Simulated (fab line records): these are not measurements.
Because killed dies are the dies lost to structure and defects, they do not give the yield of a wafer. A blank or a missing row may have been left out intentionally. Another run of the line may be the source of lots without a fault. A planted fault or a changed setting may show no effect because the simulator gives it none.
Which tool is to blame? :: flow n5Finfet :: 13 lots, 39 wafers sampled, at 2 steps of a route of 1938

== WHAT EACH GAUGE READ, for each wafer ==
N5_WELL_APT_CD_MEAS_08 targets a cd of 200 nm.
lot: L840
measured: day 1 13:49
on: cdSem-02
cdNm (nm): 202.3 201.2 201.0

lot: L845
measured: day 2 19:35
on: cdSem-02
cdNm (nm): 201.3 199.7 201.0

lot: L846
measured: day 3 01:41
on: cdSem-01
cdNm (nm): 197.4 199.6 200.9

lot: L847
measured: day 3 07:44
on: cdSem-03
cdNm (nm): 199.3 197.1 199.0

lot: L849
measured: day 3 20:59
on: cdSem-02
cdNm (nm): 198.9 200.4 201.2

lot: L851
measured: day 4 07:49
on: cdSem-03
cdNm (nm): 198.3 198.6 198.5

lot: L853
measured: day 4 19:34
on: cdSem-01
cdNm (nm): 197.0 195.6 196.7

lot: L858
measured: day 6 01:49
on: cdSem-03
cdNm (nm): 198.2 199.8 195.1

lot: L859
measured: day 6 07:49
on: cdSem-01
cdNm (nm): 199.3 201.7 200.2

lot: L860
measured: day 6 13:49
on: cdSem-01
cdNm (nm): 201.9 196.6 201.5

lot: L861
measured: day 6 19:43
on: cdSem-01
cdNm (nm): 197.8 199.3 200.5

lot: L862
measured: day 7 02:07
on: cdSem-03
cdNm (nm): 198.7 197.8 195.2

lot: L863
measured: day 7 07:49
on: cdSem-03
cdNm (nm): 199.0 197.8 197.3

N5_WELL_APT_OVL_MEAS_09.
lot: L840
measured: day 1 13:50
on: overlay-01
NWELL_OVL (nm): -9 -2 -5

lot: L845
measured: day 2 19:37
on: overlay-02
NWELL_OVL (nm): 3 2 5

lot: L846
measured: day 3 01:43
on: overlay-02
NWELL_OVL (nm): -2 -2 0

lot: L847
measured: day 3 07:46
on: overlay-01
NWELL_OVL (nm): 1 5 10

lot: L849
measured: day 3 21:01
on: overlay-02
NWELL_OVL (nm): 5 2 4

lot: L851
measured: day 4 07:50
on: overlay-02
NWELL_OVL (nm): 4 -4 2

lot: L853
measured: day 4 19:36
on: overlay-02
NWELL_OVL (nm): -1 3 0

lot: L858
measured: day 6 01:50
on: overlay-02
NWELL_OVL (nm): 8 7 8

lot: L859
measured: day 6 07:50
on: overlay-01
NWELL_OVL (nm): 1 6 2

lot: L860
measured: day 6 13:50
on: overlay-02
NWELL_OVL (nm): 13 7 12

lot: L861
measured: day 6 19:44
on: overlay-01
NWELL_OVL (nm): -11 -10 -3

lot: L862
measured: day 7 02:09
on: overlay-01
NWELL_OVL (nm): 0 5 3

lot: L863
measured: day 7 07:50
on: overlay-01
NWELL_OVL (nm): 6 3 11

== WHICH TOOL RAN EACH LOT (tool, then ch and the chambers of the sampled wafers, then the start) ==
Before these readings, the record contains no process step.

== AS READ BY THE TOOLS THEMSELVES (means over the sampled wafers that have a number; for cases with no such wafer, the mark the record gives instead) ==
The record holds no such reading with a usual standard deviation.

== THE ANSWER, worked out from the rows above alone ==
Rule: usual is defined by the lots themselves. Put in order of their means at a reading, lots are off if they are a third of the lots or fewer, leave a main group of 4 or more, and stand apart from it by a gap of 3 or more times the standard deviation of the main group's means; of several such gaps the widest counts. The tables above print the reading to a certain number of digits; a main group whose means all agree to those digits is not used. Also off: a lot with no number at a reading for which 4 or more lots have one. All remaining lots with rows at the step are treated as sound. First the gauges in route order, then the tools' own readings, where a lot's mean is used as printed above. At the first step where some lot is off, the reading lying furthest off is the one used; lots without a number count as furthest.
None of the lots is off at any reading shown; this tells nothing.

== WHAT THE SIMULATOR HAD PUT IN ==
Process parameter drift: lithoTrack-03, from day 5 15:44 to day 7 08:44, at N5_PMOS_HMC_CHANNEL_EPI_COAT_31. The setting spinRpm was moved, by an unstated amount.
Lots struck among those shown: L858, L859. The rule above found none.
